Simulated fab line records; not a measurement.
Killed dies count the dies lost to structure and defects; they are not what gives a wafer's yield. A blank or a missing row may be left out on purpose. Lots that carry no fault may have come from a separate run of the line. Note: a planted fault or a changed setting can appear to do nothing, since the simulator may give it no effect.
Matching of chambers    flow nand harc    NHARC_P_M0_PRE_CLEAN_31 on pecvd-01: 3 sister chambers
The step time 12 s. 3 wafers are shown with their chamber, then 8 later ones without.

## WAFERS WITH THEIR CHAMBER
wafer   chamber  heater power w (W)
L085.2  0        728
L085.5  2        561
L089.2  1        560

## WAFERS WITHOUT THEIR CHAMBER
wafer   heater power w (W)
L089.3  570
L089.4  568
L092.1  601
L092.3  592
L092.6  624
L095.1  551
L095.3  569
L095.5  750

## EACH ONE'S CHAMBER
wafer   from the rows above           in truth
L089.3  can't be placed: 2 or 1       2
L089.4  can't be placed: 2 or 1       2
L092.1  can't be placed: 2 or 1       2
L092.3  can't be placed: 2 or 1       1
L092.6  can't be placed: 2 or 1 or 0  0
L095.1  can't be placed: 1 or 2       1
L095.3  can't be placed: 2 or 1       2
L095.5  0                             0
Placed correctly: 1 of 8. Not placeable from these rows: 7 (in 7, the candidates include the true chamber). Wrongly placed: 0.
How it was worked out, from the rows above alone: a wafer's distance from a chamber is the root of the sum, over the readings, of the square of ((its reading less the chamber's mean) divided by the reading's scatter). If the next closest chamber is less than 2 further off than the closest, the wafer can't be placed; otherwise it belongs to the closest. Each chamber's mean is taken over the wafers shown for it. The scatter: root of mean squared gap, hidden wafer to nearest shown wafer, with one shown wafer a chamber.
